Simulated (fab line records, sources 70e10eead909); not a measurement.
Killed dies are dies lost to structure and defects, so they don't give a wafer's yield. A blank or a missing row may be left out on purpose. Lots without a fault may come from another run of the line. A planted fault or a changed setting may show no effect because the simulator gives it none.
fab line records | flow nand_harc | part 1 of 2: steps 1 to 22 of 32
record lots=5 wafers=15 last_day=31
route steps=1302 shown P_GATE@170
lots that met no fault: from a run of the same line without faults
start_h: hours from the record's first day to the start of the lot's first wafer shown | wait_h: hours since the lot's step before | " the same as in the row above | L1.1+2: a row that stands for several wafers | - no value, or no start given | * or withheld: withheld | < > ~ a bound
route shown NAME@n: a module of which the file shows steps, and the number in the route of the first | usual: mean/standard deviation of fault-free wafers | same: alike in all rows | chamber/n: place in a boat | sites: the reading at each site | _std_site: their standard deviation | _edge_site: outer sites' mean less inner sites' | radius_mm: how far each site lies from the wafer's centre | mask NAME#n: copy n | behind: the tool/chamber that last shaped the wafer | hold: why the lot was held/for how many hours/how that ended | device: the transistor (n, p or np) that didn't switch | end of line: the same wafers' tests at the end of the route | a step without rows: its recipe alone | killed: dies lost to structure and defects at the first sort, not the wafer's yield | map: a wafer's dies, x killed, . not, _ none there
set.NAME: the setting as run; set.NAME@STEP: as run at that earlier step | model.NAME: the simulator's own value behind a step, which no gauge read
lots at some steps of the route; a table a step, a row a wafer
services: from which hour (start_h, from the record's first day; less than 0 if before it) a tool's chamber was out of use, for how many hours, and why
## steps
# step NHARC_P_GATE_CD_MEAS_46
# recipe target_cd_nm=720 landing_energy_ev=500
# usual cd_nm=720.2/1.5
# same landing_energy_ev=500
# columns lot.wafer tool chamber start_h wait_h cd_nm
L075.3 cd_sem-03 0 122.48 - 719.6
L075.5 " 0 " " 718.8
L075.6 " 0 " " 718.1
L077.2 cd_sem-01 0 138.27 - 716.6
L077.3 " 0 " " 717.9
L077.4 " 0 " " 718.8
L079.3 cd_sem-02 0 163.23 - 718.8
L079.4 " 0 " " 720.0
L079.5 " 0 " " 721.4
L085.1 cd_sem-03 0 224.81 - 720.8
L085.3 " 0 " " 720.1
L085.5 " 0 " " 722.3
L091.3 cd_sem-03 0 280.81 - 720.6
L091.5 " 0 " " 721.8
L091.6 " 0 " " 721.2
# step NHARC_P_GATE_HARDBAKE_47
# recipe temp_c=125 time_s=80
# usual exhaust_pa=44.8/0.85 resist_line_temp_C=23.01/0.098
# columns lot.wafer tool chamber start_h wait_h exhaust_pa resist_line_temp_C
L075.3 litho_track-07 0 122.56 - 45.1 22.99
L075.5 " 0 " " 45.1 22.94
L075.6 " 0 " " 45.2 22.95
L077.2 litho_track-07 0 138.35 - 45.8 23.06
L077.3 " 0 " " 45.2 23.04
L077.4 " 0 " " 44.9 23.04
L079.3 litho_track-03 0 163.31 - 45.2 22.98
L079.4 " 0 " " 44.4 23.04
L079.5 " 0 " " 45.1 22.77
L085.1 litho_track-05 0 224.89 - 44.3 22.99
L085.3 " 0 " " 43.3 23.04
L085.5 " 0 " " 45.0 22.96
L091.3 litho_track-05 0 280.89 - 44.5 22.97
L091.5 " 0 " " 45.3 23.00
L091.6 " 0 " " 44.0 23.15
# step NHARC_P_GATE_DESCUM_48
# recipe time_s=3 o2_flow_sccm=200 ar_flow_sccm=0 bias_power_w=0 chemistry=O2
# usual drypump_motor_current_A=5.7/0.43 mfc_ar_sccm=0.013/0.012 oes_product_au=0.997/0.0072 rf_vpp_V=57.8/0.89 showerhead_plenum_p_Torr=1.94/0.071 throttle_valve_pct=11.311/0.009
# columns lot.wafer tool chamber start_h wait_h drypump_motor_current_A mfc_ar_sccm oes_product_au rf_hours_counter_h rf_vpp_V showerhead_plenum_p_Torr throttle_valve_pct
L075.3 rie_diel-13 2 123.21 - 5.1 0.026 1.005 7 57.8 2.00 11.303
L075.6 " 0 " " 6.1 0.019 1.008 - 57.4 1.93 11.300
L075.5 " 1 " " 5.4 0 1.005 - 57.8 2.06 11.301
L077.4 rie_diel-07 2 138.43 - 5.0 0 1.004 0 59.1 1.92 11.323
L077.2 " 3 " " 5.8 0 0.983 0 57.6 2.01 11.316
L077.3 " 1 " " 6.1 0 0.990 0 57.7 1.87 11.315
L079.3 rie_diel-07 2 163.39 - 5.0 0 1.000 2 56.7 1.92 11.303
L079.4 " 0 " " 6.3 0.018 0.995 2 56.9 1.82 11.311
L079.5 " 2 " " 5.0 0 0.994 - 57.5 1.92 11.323
L085.1 rie_diel-10 2 224.98 - 6.1 0.018 0.981 7 58.1 2.04 11.329
L085.3 " 3 " " 5.6 0.013 0.994 8 57.3 1.97 11.322
L085.5 " 2 " " 6.1 0.018 1.000 - 58.9 2.04 11.314
L091.3 rie_diel-07 0 280.96 - 6.4 0.018 1.003 10 57.1 1.81 11.313
L091.6 " 0 " " 6.4 0.018 0.992 - 56.7 1.81 11.298
L091.5 " 1 " " 6.1 0 0.990 - 58.0 1.87 11.315
# step NHARC_P_GATE_IMPLANT_49
# recipe energy_kev=30 dose_cm2=3e+15 tilt_deg=7
# columns lot.wafer tool chamber start_h wait_h
L075.3+5+6 implanter-02 0 123.41 0.2
L077.2+3+4 implanter-01 0 138.61 0.2
L079.3+4+5 implanter-01 0 163.59 0.2
L085.1+3+5 implanter-02 0 225.12 0.1
L091.3+5+6 implanter-01 0 281.17 0.2
# step NHARC_P_GATE_STRIP_111
# recipe power_w=1500 temp_c=110 time_s=250 chemistry=N2/H2
# usual drypump_motor_current_A=5.8/0.33 heater_power_w=94/11
# columns lot.wafer tool chamber start_h wait_h drypump_motor_current_A heater_power_w rf_hours_counter_h
L075.3 plasma_asher-01 0 123.72 0.3 5.4 92 -
L075.5 " 1 " " 6.3 83 -
L075.6 " 0 " " 5.4 90 -
L077.2 plasma_asher-02 0 138.80 0.2 5.7 91 10
L077.4 " 0 " " 5.6 91 -
L077.3 " 1 " " 5.8 116 -
L079.4 plasma_asher-02 1 163.85 0.2 5.8 110 -
L079.3 " 0 " " 5.7 92 -
L079.5 " 1 " " 5.8 110 -
L085.1 plasma_asher-01 0 225.35 0.2 5.4 89 11
L085.3 " 0 " " 5.4 87 -
L085.5 " 0 " " 5.4 89 -
L091.3 plasma_asher-01 0 281.48 0.3 5.4 91 -
L091.6 " 1 " " 6.3 81 -
L091.5 " 0 " " 5.4 92 -
# step NHARC_P_GATE_STRIP_75
# recipe power_w=1500 temp_c=250 chemistry=O2
# usual drypump_motor_current_A=5.8/0.33 heater_power_w=354/42
# columns lot.wafer tool chamber start_h wait_h drypump_motor_current_A heater_power_w rf_hours_counter_h
L075.3 plasma_asher-01 0 123.91 0.1 5.4 333 -
L075.5 " 1 " " 6.4 309 -
L075.6 " 0 " " 5.4 329 -
L077.2 plasma_asher-02 0 139.10 0.3 5.7 342 10
L077.4 " 0 " " 5.7 342 -
L077.3 " 1 " " 5.8 423 -
L079.4 plasma_asher-02 1 164.07 0.2 5.8 423 -
L079.3 " 0 " " 5.7 345 -
L079.5 " 1 " " 5.8 403 -
L085.1 plasma_asher-01 0 225.66 0.3 5.4 333 12
L085.3 " 0 " " 5.4 335 -
L085.5 " 0 " " 5.4 331 -
L091.3 plasma_asher-01 0 281.66 0.1 5.4 335 -
L091.6 " 1 " " 6.3 307 -
L091.5 " 0 " " 5.4 331 -
# step NHARC_P_GATE_STRIP_50
# recipe time_s=900 temp_c=130 chemistry=SPM
# usual bath_heat_duty_pct=14.3/1.5
# columns lot.wafer tool chamber start_h wait_h bath_heat_duty_pct
L075.5 wet_bench-03 2 124.02 0.1 16.3
L075.6 " 6 " " 14.4
L075.3 " 7 " " 10.5
L077.2 wet_bench-05 2 139.27 0.2 16.9
L077.4 " 3 " " 15.3
L077.3 " 5 " " 16.6
L079.5 wet_bench-03 1 164.21 0.1 12.8
L079.4 " 3 " " 12.5
L079.3 " 5 " " 13.7
L085.1 wet_bench-03 1 225.83 0.2 13.8
L085.5 " 2 " " 14.2
L085.3 " 3 " " 13.2
L091.5 wet_bench-03 4 281.78 0.1 13.9
L091.6 " 6 " " 16.0
L091.3 " 1 " " 11.2
# step NHARC_P_GATE_DEHYDRATE_51
# recipe temp_c=150 time_s=120
# usual exhaust_pa=45.0/0.77 resist_line_temp_C=23.01/0.11
# columns lot.wafer tool chamber start_h wait_h exhaust_pa resist_line_temp_C
L075.3 litho_track-03 0 124.38 - 44.6 23.10
L075.5 " 0 " " 44.3 23.00
L075.6 " 0 " " 44.3 22.87
L077.2 litho_track-05 0 139.60 - 45.0 23.02
L077.3 " 0 " " 45.2 23.02
L077.4 " 0 " " 43.9 23.11
L079.3 litho_track-03 0 164.55 - 45.0 22.93
L079.4 " 0 " " 45.3 23.14
L079.5 " 0 " " 44.8 23.14
L085.1 litho_track-03 0 226.17 - 44.4 23.00
L085.3 " 0 " " 45.3 23.01
L085.5 " 0 " " 45.0 22.91
L091.3 litho_track-07 0 282.13 - 44.3 22.98
L091.5 " 0 " " 43.2 23.09
L091.6 " 0 " " 44.3 22.89
# step NHARC_P_GATE_HMDS_52
# recipe time_s=30
# usual exhaust_pa=44.9/0.98 resist_line_temp_C=23.01/0.11
# columns lot.wafer tool chamber start_h wait_h exhaust_pa resist_line_temp_C
L075.3 litho_track-03 0 - - 44.8 23.14
L075.5 " 0 " " 43.8 23.04
L075.6 " 0 " " 44.3 23.18
L077.2 litho_track-05 0 - - 46.0 23.24
L077.3 " 0 " " 46.0 23.10
L077.4 " 0 " " 44.4 23.06
L079.3 litho_track-03 0 - - 45.1 22.86
L079.4 " 0 " " 46.0 22.88
L079.5 " 0 " " 45.5 22.94
L085.1 litho_track-03 0 - - 43.2 23.17
L085.3 " 0 " " 44.3 22.93
L085.5 " 0 " " 45.1 23.08
L091.3 litho_track-07 0 - - 46.5 23.01
L091.5 " 0 " " 44.2 23.14
L091.6 " 0 " " 43.8 22.95
# step NHARC_P_GATE_COAT_53
# recipe spin_rpm=3000
# usual exhaust_pa=45.0/0.92 resist_line_temp_C=22.98/0.1
# columns lot.wafer tool chamber start_h wait_h exhaust_pa resist_line_temp_C
L075.3 litho_track-03 0 - - 43.3 22.94
L075.5 " 0 " " 43.0 23.07
L075.6 " 0 " " 43.9 22.88
L077.2 litho_track-05 0 - - 44.8 22.79
L077.3 " 0 " " 45.5 23.01
L077.4 " 0 " " 44.3 23.07
L079.3 litho_track-03 0 - - 45.0 23.23
L079.4 " 0 " " 45.7 22.94
L079.5 " 0 " " 46.3 22.96
L085.1 litho_track-03 0 - - 44.7 23.01
L085.3 " 0 " " 42.5 23.07
L085.5 " 0 " " 44.3 23.01
L091.3 litho_track-07 0 - - 43.4 23.04
L091.5 " 0 " " 45.1 22.98
L091.6 " 0 " " 45.6 22.98
# step NHARC_P_GATE_SOFTBAKE_54
# recipe temp_c=122 time_s=95
# usual exhaust_pa=44.9/0.93 resist_line_temp_C=22.99/0.11
# columns lot.wafer tool chamber start_h wait_h exhaust_pa resist_line_temp_C
L075.3 litho_track-03 0 - - 45.6 22.81
L075.5 " 0 " " 46.2 23.03
L075.6 " 0 " " 46.9 22.81
L077.2 litho_track-05 0 - - 45.3 22.94
L077.3 " 0 " " 46.1 22.98
L077.4 " 0 " " 46.4 22.97
L079.3 litho_track-03 0 - - 44.4 23.04
L079.4 " 0 " " 44.7 22.99
L079.5 " 0 " " 45.0 23.10
L085.1 litho_track-03 0 - - 43.8 22.95
L085.3 " 0 " " 44.8 22.98
L085.5 " 0 " " 44.8 22.94
L091.3 litho_track-07 0 - - 44.5 22.94
L091.5 " 0 " " 44.9 22.91
L091.6 " 0 " " 45.4 23.05
# step NHARC_P_GATE_EBR_55
# usual exhaust_pa=44.9/0.98 resist_line_temp_C=23.02/0.1
# columns lot.wafer tool chamber start_h wait_h exhaust_pa resist_line_temp_C
L075.3 litho_track-03 0 - - 46.0 22.99
L075.5 " 0 " " 45.7 23.06
L075.6 " 0 " " 44.6 23.10
L077.2 litho_track-05 0 - - 44.4 23.03
L077.3 " 0 " " 43.9 22.93
L077.4 " 0 " " 45.1 23.13
L079.3 litho_track-03 0 - - 46.0 23.04
L079.4 " 0 " " 44.9 23.17
L079.5 " 0 " " 45.3 23.07
L085.1 litho_track-03 0 - - 45.6 23.18
L085.3 " 0 " " 43.0 22.91
L085.5 " 0 " " 45.3 23.08
L091.3 litho_track-07 0 - - 46.8 22.95
L091.5 " 0 " " 45.0 22.96
L091.6 " 0 " " 46.0 22.99
# step NHARC_P_GATE_EXPOSE_56
# recipe na=0.6 target_cd_nm=720 dose_mj=14.81 mask_id=P_PSD
# usual stage_vel_mm_s=499.98/0.25
# columns lot.wafer tool chamber start_h wait_h mask stage_vel_mm_s
L075.3 krf_scanner-04 0 124.53 - P_PSD#0 500.09
L075.5 " 0 " " P_PSD#0 499.69
L075.6 " 0 " " P_PSD#0 499.94
L077.2 krf_scanner-03 0 139.88 - P_PSD#0 499.76
L077.3 " 0 " " P_PSD#0 500.02
L077.4 " 0 " " P_PSD#0 500.11
L079.3 krf_scanner-04 0 164.70 - P_PSD#0 499.91
L079.4 " 0 " " P_PSD#0 499.97
L079.5 " 0 " " P_PSD#0 499.92
L085.1 krf_scanner-02 0 226.44 - P_PSD#0 499.85
L085.3 " 0 " " P_PSD#0 499.99
L085.5 " 0 " " P_PSD#0 500.35
L091.3 krf_scanner-04 0 282.41 - P_PSD#0 500.20
L091.5 " 0 " " P_PSD#0 499.80
L091.6 " 0 " " P_PSD#0 499.74
# step NHARC_P_GATE_PEB_57
# recipe peb_temp_c=118 peb_time_s=85
# usual exhaust_pa=45.0/1 resist_line_temp_C=23.01/0.096
# columns lot.wafer tool chamber start_h wait_h exhaust_pa resist_line_temp_C
L075.3 litho_track-03 0 124.59 0.1 44.6 22.84
L075.5 " 0 " " 45.2 22.82
L075.6 " 0 " " 45.0 23.02
L077.2 litho_track-05 0 139.94 0.1 45.1 23.10
L077.3 " 0 " " 45.7 22.94
L077.4 " 0 " " 45.6 23.02
L079.3 litho_track-07 0 164.76 0.1 46.3 22.98
L079.4 " 0 " " 46.2 23.12
L079.5 " 0 " " 45.8 22.94
L085.1 litho_track-07 0 226.50 0.1 44.1 22.94
L085.3 " 0 " " 43.7 23.20
L085.5 " 0 " " 44.5 22.99
L091.3 litho_track-07 0 282.47 0.1 44.6 23.07
L091.5 " 0 " " 44.5 22.90
L091.6 " 0 " " 45.2 23.04
# step NHARC_P_GATE_DEVELOP_58
# recipe time_s=70
# usual exhaust_pa=45.0/0.96 resist_line_temp_C=23.00/0.11
# columns lot.wafer tool chamber start_h wait_h exhaust_pa resist_line_temp_C
L075.3 litho_track-03 0 - - 45.2 23.01
L075.5 " 0 " " 44.7 22.99
L075.6 " 0 " " 44.7 23.07
L077.2 litho_track-05 0 - - 46.5 22.95
L077.3 " 0 " " 45.5 23.03
L077.4 " 0 " " 45.5 22.92
L079.3 litho_track-07 0 - - 45.7 22.91
L079.4 " 0 " " 44.4 23.02
L079.5 " 0 " " 44.1 23.11
L085.1 litho_track-07 0 - - 45.4 22.95
L085.3 " 0 " " 44.2 22.86
L085.5 " 0 " " 45.0 23.03
L091.3 litho_track-07 0 - - 44.4 22.94
L091.5 " 0 " " 44.8 22.86
L091.6 " 0 " " 44.6 22.95
# step NHARC_P_GATE_CD_MEAS_59
# recipe target_cd_nm=720 landing_energy_ev=500
# usual cd_nm=719.8/1.4
# same landing_energy_ev=500
# columns lot.wafer tool chamber start_h wait_h cd_nm
L075.3 cd_sem-02 0 124.69 - 719.5
L075.5 " 0 " " 720.1
L075.6 " 0 " " 721.8
L077.2 cd_sem-01 0 140.03 - 718.9
L077.3 " 0 " " 720.2
L077.4 " 0 " " 719.6
L079.3 cd_sem-03 0 164.85 - 722.4
L079.4 " 0 " " 720.4
L079.5 " 0 " " 721.0
L085.1 cd_sem-01 0 226.59 - 718.5
L085.3 " 0 " " 720.2
L085.5 " 0 " " 719.8
L091.3 cd_sem-03 0 282.56 - 718.9
L091.5 " 0 " " 720.7
L091.6 " 0 " " 719.2
# step NHARC_P_GATE_HARDBAKE_60
# recipe temp_c=125 time_s=80
# usual exhaust_pa=45.2/1 resist_line_temp_C=23.02/0.11
# columns lot.wafer tool chamber start_h wait_h exhaust_pa resist_line_temp_C
L075.3 litho_track-03 0 124.77 - 44.7 23.08
L075.5 " 0 " " 44.9 23.17
L075.6 " 0 " " 44.2 23.20
L077.2 litho_track-03 0 140.11 - 46.4 23.30
L077.3 " 0 " " 45.5 23.07
L077.4 " 0 " " 45.5 23.02
L079.3 litho_track-05 0 164.93 - 46.4 23.14
L079.4 " 0 " " 46.0 22.98
L079.5 " 0 " " 43.5 23.03
L085.1 litho_track-03 0 226.67 - 46.4 23.14
L085.3 " 0 " " 45.5 23.02
L085.5 " 0 " " 46.2 23.13
L091.3 litho_track-03 0 282.64 - 43.6 23.21
L091.5 " 0 " " 44.1 23.16
L091.6 " 0 " " 44.0 22.98
# step NHARC_P_GATE_DESCUM_61
# recipe time_s=3 o2_flow_sccm=200 ar_flow_sccm=0 bias_power_w=0 chemistry=O2
# usual drypump_motor_current_A=5.7/0.42 mfc_ar_sccm=0.015/0.012 oes_product_au=0.997/0.0087 rf_vpp_V=57.9/0.74 showerhead_plenum_p_Torr=1.96/0.071 throttle_valve_pct=11.312/0.009
# columns lot.wafer tool chamber start_h wait_h drypump_motor_current_A mfc_ar_sccm oes_product_au rf_hours_counter_h rf_vpp_V showerhead_plenum_p_Torr throttle_valve_pct
L075.3 rie_diel-10 3 124.85 - 5.6 0.013 0.987 2.5 57.6 1.97 11.317
L075.5 " 2 " " 6.1 0.018 0.980 - 58.3 2.04 11.305
L075.6 " 3 " " 5.6 0.013 0.997 - 58.2 1.97 11.313
L077.4 rie_diel-13 3 140.19 - 5.8 0.014 0.991 6.1 59.1 1.99 11.315
L077.2 " 1 " " 5.4 0 0.992 9.2 57.4 2.06 11.302
L077.3 " 2 " " 5.0 0.026 1.009 9.1 57.8 2.00 11.322
L079.3 rie_diel-10 0 165.02 - 5.5 0.030 0.988 5.8 58.5 1.94 11.307
L079.4 " 1 " " 6.0 0.038 0.993 5.9 58.2 1.85 11.302
L079.5 " 0 " " 5.5 0.030 0.992 - 58.0 1.94 11.303
L085.3 rie_diel-13 3 226.76 - 5.8 0.014 1.004 3.5 58.9 1.99 11.323
L085.1 " 1 " " 5.4 0 0.982 3.0 57.9 2.06 11.295
L085.5 " 3 " " 5.8 0.014 0.996 - 57.5 1.99 11.298
L091.3 rie_diel-10 3 282.75 - 5.6 0.013 0.989 0.8 58.2 1.97 11.310
L091.5 " 0 " " 5.5 0.030 0.989 - 56.4 1.94 11.316
L091.6 " 1 " " 6.1 0.038 0.991 - 57.9 1.85 11.308
# step NHARC_P_GATE_IMPLANT_62
# recipe energy_kev=20 dose_cm2=3e+15 tilt_deg=7
# columns lot.wafer tool chamber start_h wait_h
L075.3+5+6 implanter-02 0 125.05 0.2
L077.2+3+4 implanter-02 0 140.36 0.1
L079.3+4+5 implanter-01 0 165.21 0.2
L085.1+3+5 implanter-02 0 226.90 0.1
L091.3+5+6 implanter-02 0 282.92 0.2
# step NHARC_P_GATE_STRIP_112
# recipe power_w=1500 temp_c=110 time_s=200 chemistry=N2/H2
# usual drypump_motor_current_A=5.8/0.31 heater_power_w=95/11
# columns lot.wafer tool chamber start_h wait_h drypump_motor_current_A heater_power_w rf_hours_counter_h
L075.3 plasma_asher-02 0 125.34 0.3 5.7 92 -
L075.5 " 1 " " 5.8 111 -
L075.6 " 0 " " 5.7 90 -
L077.2 plasma_asher-02 1 140.60 0.2 5.8 112 11
L077.3 " 0 " " 5.7 92 -
L077.4 " 1 " " 5.8 107 -
L079.3 plasma_asher-02 0 165.46 0.2 5.6 92 -
L079.4 " 1 " " 5.8 110 -
L079.5 " 0 " " 5.7 93 -
L085.1 plasma_asher-02 1 227.12 0.2 5.7 110 29
L085.3 " 0 " " 5.7 89 -
L085.5 " 1 " " 5.8 111 -
L091.3 plasma_asher-02 1 283.17 0.2 5.8 110 -
L091.5 " 1 " " 5.8 112 -
L091.6 " 0 " " 5.7 93 -
# step NHARC_P_GATE_STRIP_76
# recipe power_w=1500 temp_c=250 chemistry=O2
# usual drypump_motor_current_A=5.8/0.32 heater_power_w=357/42
# columns lot.wafer tool chamber start_h wait_h drypump_motor_current_A heater_power_w rf_hours_counter_h
L075.3 plasma_asher-02 0 125.51 0.1 5.7 345 -
L075.5 " 1 " " 5.8 417 -
L075.6 " 0 " " 5.7 345 -
L077.2 plasma_asher-02 1 140.83 0.2 5.8 421 11
L077.3 " 0 " " 5.6 344 -
L077.4 " 1 " " 5.8 412 -
L079.3 plasma_asher-02 0 165.65 0.2 5.6 341 -
L079.4 " 1 " " 5.8 423 -
L079.5 " 0 " " 5.7 343 -
L085.1 plasma_asher-02 1 227.38 0.2 5.8 422 29
L085.3 " 0 " " 5.6 337 -
L085.5 " 1 " " 5.8 419 -
L091.3 plasma_asher-02 1 283.37 0.2 5.8 420 -
L091.5 " 1 " " 5.8 423 -
L091.6 " 0 " " 5.7 352 -
# step NHARC_P_GATE_STRIP_63
# recipe time_s=900 temp_c=130 chemistry=SPM
# usual bath_heat_duty_pct=14.7/1.5
# columns lot.wafer tool chamber start_h wait_h bath_heat_duty_pct
L075.6 wet_bench-03 1 125.61 0.1 13.0
L075.3 " 2 " " 13.6
L075.5 " 6 " " 13.9
L077.2 wet_bench-03 0 140.96 0.1 16.7
L077.3 " 1 " " 13.2
L077.4 " 2 " " 13.1
L079.5 wet_bench-05 5 165.78 0.1 16.3
L079.4 " 0 " " 17.0
L079.3 " 1 " " 15.5
L085.1 wet_bench-05 4 227.52 0.1 14.8
L085.5 " 0 " " 17.4
L085.3 " 1 " " 16.5
L091.3 wet_bench-04 4 283.50 0.1 14.3
L091.6 " 6 " " 14.0
L091.5 " 7 " " 16.0
